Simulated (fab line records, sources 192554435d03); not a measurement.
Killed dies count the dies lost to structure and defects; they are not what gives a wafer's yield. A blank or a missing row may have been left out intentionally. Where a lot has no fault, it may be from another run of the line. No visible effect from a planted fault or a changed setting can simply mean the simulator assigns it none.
Comparing a struck lot with a sound one -- flow n5 finfet -- 15 out of 1938 route steps
Sound: wafers L891.1, L891.2, L891.4. Struck: wafer L885.1; the same lot's L885.4 was not struck, so it is left out; see the end for the cause.
At each step with rows: each side's tool, then ch and its chambers, then its first start. Under that, the readings that differ: sound wafers -- struck wafers -- difference of the means -- sigmas: that difference in standard deviations of wafers without a fault.
alike: readings with means less than 2 such deviations apart, plus words and numbers identical on both sides. not compared: withheld readings, readings lacking a value on some wafer, bounds such as >300 that could conceal the same value, and numbers that have no deviation in the record and whose values overlap.
The two part at a step that has a row with sigmas, a row that says differs or no value, or rows on one side only. Non-overlapping numbers with no deviation appear without sigmas and do not part them. A reading that every wafer of one side lacks parts them only if that side has two wafers or more.

first, 1 step without rows for these wafers: N5_FIN_CUT_STRIP_31 (strips in N2/H2).
N5_FIN_CUT_STRIP_24: strips in CF4.
  sound on rie diel-04 ch 0,1,3, day 6 21:47; struck on rie diel-05 ch 1, day 5 12:40
reading,sound,struck,difference,sigmas
rf hours counter h (h),211 207 46,28,-127,
rf vpp V (V),270.5 269.9 270.8,274.1,+3.7,+3
showerhead plenum p Torr (Torr),1.79 1.79 1.75,1.90,+0.12,+2
  alike: drypump motor current A, oes product au, throttle valve pct
N5_FIN_CUT_CUT_ETCH_26: etches SiNx in CH3F/O2, target depth 39 nm, time 55.7 s.
  sound on rie diel-04 ch 0,1,3, day 6 21:48; struck on rie diel-05 ch 1, day 5 12:41
reading,sound,struck,difference,sigmas
rf hours counter h (h),211 207 46,28,-127,
showerhead plenum p Torr (Torr),2.00 1.98 1.95,2.13,+0.15,+2
  alike: drypump motor current A, oes product au, rf vpp V, throttle valve pct
then, 3 steps without rows for these wafers: N5_FIN_CUT_CUT_ETCH_27 (etches SiO2 in CHF3/O2, target depth 4 nm, overetch 2 nm, time 4.9 s); N5_FIN_CUT_PRECLEAN_35 (cleans in vHF, time 13.3 s); N5_FIN_CUT_CUT_ETCH_15 (etches Si in HBr/Cl2/O2, target depth 100 nm, bt time 10 s, time 42.4 s).
N5_FIN_CUT_CUT_ETCH_28: etches Si in HBr/Cl2/O2, target depth 6 nm, time 2.4 s.
  sound on rie si-05 ch 1,2,3, day 6 22:02; struck on rie si-05 ch 0, day 5 12:56
reading,sound,struck,difference,sigmas
rf hours counter h (h),47 4 27,148,+122,
  alike: drypump motor current A, oes product au, throttle valve pct
N5_FIN_CUT_STRIP_22: strips in N2/H2.
  sound on rie diel-04 ch 0,2,3, day 6 22:07; struck on rie diel-01 ch 2, day 5 13:00
reading,sound,struck,difference,sigmas
rf hours counter h (h),120 211 207,23,-156,
  alike: drypump motor current A, oes product au, rf vpp V, showerhead plenum p Torr, throttle valve pct
then, 3 steps without rows for these wafers: N5_FIN_CUT_PRECLEAN_36 (cleans in O3/DIW, time 60 s); N5_FIN_CUT_SRD_32 (time 30 s); N5_FIN_CUT_UV_OZONE_34 (time 120 s).
N5_FIN_CUT_INSPECT_17: inspects for defects (brightfield).
  sound on defect inspect-01, day 6 22:17; struck on defect inspect-01, day 5 13:10
  alike: raw defect count
N5_STI_FIN_REVEAL_ALD_00: deposits SiO2, target thk 1 nm, pulse time 1 s.
  sound on ald sin-01 ch 0,1, day 6 22:32; struck on ald sin-02 ch 3, day 5 13:12
reading,sound,struck,difference,sigmas
model.SiO2_of_STI_FIN_REVEAL_ALD_00.thk nm (nm),1 1 1,1.4,+0.4,
  alike: heater power w, precursor pulse height rel
N5_STI_FIN_REVEAL_ALD_14: deposits Si3N4, target thk 3 nm.
  sound on ald sin-01 ch 0,1, day 6 22:34; struck on ald sin-02 ch 3, day 5 13:15
  alike: heater power w
-- a jump in the record: the struck wafers' starts before and after are 8 days apart (it breaks off in module STI_FIN_REVEAL and resumes in module BEOL_M4, where the first step shown is number 1111 of the route) --
N5_BEOL_M4_RC_MEAS_101:
  sound on prober-02 ch 0, day 14 05:03; struck on prober-01 ch 0, day 13 03:07
reading,sound,struck,difference,sigmas
IOFF_N (nA/um),0.15 0.13 0.10,0.21,+0.08,+3
IOFF_P (nA/um),0.18 0.17 0.13,0.25,+0.09,+2
SS_N (mV/dec),71.4 71.3 71.1,72.8,+1.5,+2
SS_P (mV/dec),73.3 72.8 72.2,74.3,+1.5,+2
VT_N (mV),250 251 258,245,-8,-2
VT_P (mV),-256 -254 -259,-247,+9,+3
  alike: DIBL_N, DIBL_P, ION_N, ION_P

## WHERE THEY PART
Last at N5_BEOL_M4_RC_MEAS_101 as far as this record goes, first at N5_FIN_CUT_STRIP_24.

WHY: what had been put in by the simulator
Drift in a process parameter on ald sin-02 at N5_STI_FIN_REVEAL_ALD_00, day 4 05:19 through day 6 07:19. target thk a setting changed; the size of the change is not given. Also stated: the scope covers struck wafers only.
